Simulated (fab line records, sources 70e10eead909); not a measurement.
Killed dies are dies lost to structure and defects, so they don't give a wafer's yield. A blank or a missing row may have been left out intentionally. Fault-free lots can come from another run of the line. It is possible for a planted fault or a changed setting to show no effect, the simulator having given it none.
Chamber matching | flow nand_harc | 4 sister chambers for NHARC_P_GATE_STRIP_101 on rie_diel-03
The step strips in O2, time 20 s. 14 wafers are shown with their chamber, then 7 later ones without.

## WAFERS, EACH WITH ITS CHAMBER
wafer  | chamber | showerhead_plenum_p_Torr (Torr) | drypump_motor_current_A (A) | o2_flow_sccm (sccm)
L083.1 | 0       | 3.31                            | 5.3                         | 499.9
L083.2 | 2       | 3.53                            | 6.7                         | 500.0
L083.5 | 3       | 3.73                            | 6.4                         | 498.0
L082.1 | 2       | 3.53                            | 6.8                         | 500.2
L082.4 | 1       | 3.35                            | 6.4                         | 498.7
L082.5 | 0       | 3.31                            | 5.3                         | 501.8
L085.1 | 1       | 3.35                            | 6.4                         | 502.0
L085.3 | 0       | 3.31                            | 5.3                         | 498.2
L085.6 | 1       | 3.35                            | 6.4                         | 502.2
L084.1 | 3       | 3.73                            | 6.4                         | 498.0
L084.2 | 1       | 3.35                            | 6.4                         | 500.3
L084.3 | 0       | 3.31                            | 5.3                         | 498.3
L087.1 | 2       | 3.52                            | 6.7                         | 499.1
L087.5 | 1       | 3.35                            | 6.4                         | 498.9

SIGNATURES (averages over the wafers above)
reading                  | chamber 0 | chamber 1 | chamber 2 | chamber 3 | scatter within a chamber
showerhead_plenum_p_Torr | 3.3100    | 3.3500    | 3.5267    | 3.7300    | 0.00258
drypump_motor_current_A  | 5.300     | 6.400     | 6.733     | 6.400     | 0.0258
o2_flow_sccm             | 499.550   | 500.420   | 499.767   | 498.000   | 1.42
Rule: a wafer's distance from a chamber is the root of the sum, over the readings, of the square of ((its reading less the chamber's mean) divided by the reading's scatter). If the next closest chamber is less than 2 further off than the closest, the wafer can't be placed; otherwise it belongs to the closest. The scatter: the root of (the sum of the squares of (reading less its chamber's mean) over the shown wafers, divided by (wafers less chambers)).

## WAFERS WITHOUT THEIR CHAMBER
wafer  | showerhead_plenum_p_Torr (Torr) | drypump_motor_current_A (A) | o2_flow_sccm (sccm)
L087.6 | 3.30                            | 5.3                         | 502.1
L092.2 | 3.72                            | 6.4                         | 500.3
L092.3 | 3.34                            | 6.4                         | 500.3
L092.4 | 3.52                            | 6.8                         | 500.3
L097.2 | 3.52                            | 6.8                         | 500.9
L097.4 | 3.34                            | 6.4                         | 497.5
L097.5 | 3.30                            | 5.3                         | 499.9

## WHICH CHAMBER EACH WENT THROUGH
wafer  | from the rows above | in truth
L087.6 | 0                   | 0
L092.2 | 3                   | 3
L092.3 | 1                   | 1
L092.4 | 2                   | 2
L097.2 | 2                   | 2
L097.4 | 1                   | 1
L097.5 | 0                   | 0
Correct placement for 7 of the 7. Number that these rows cannot place: 0. Wrongly placed: 0.
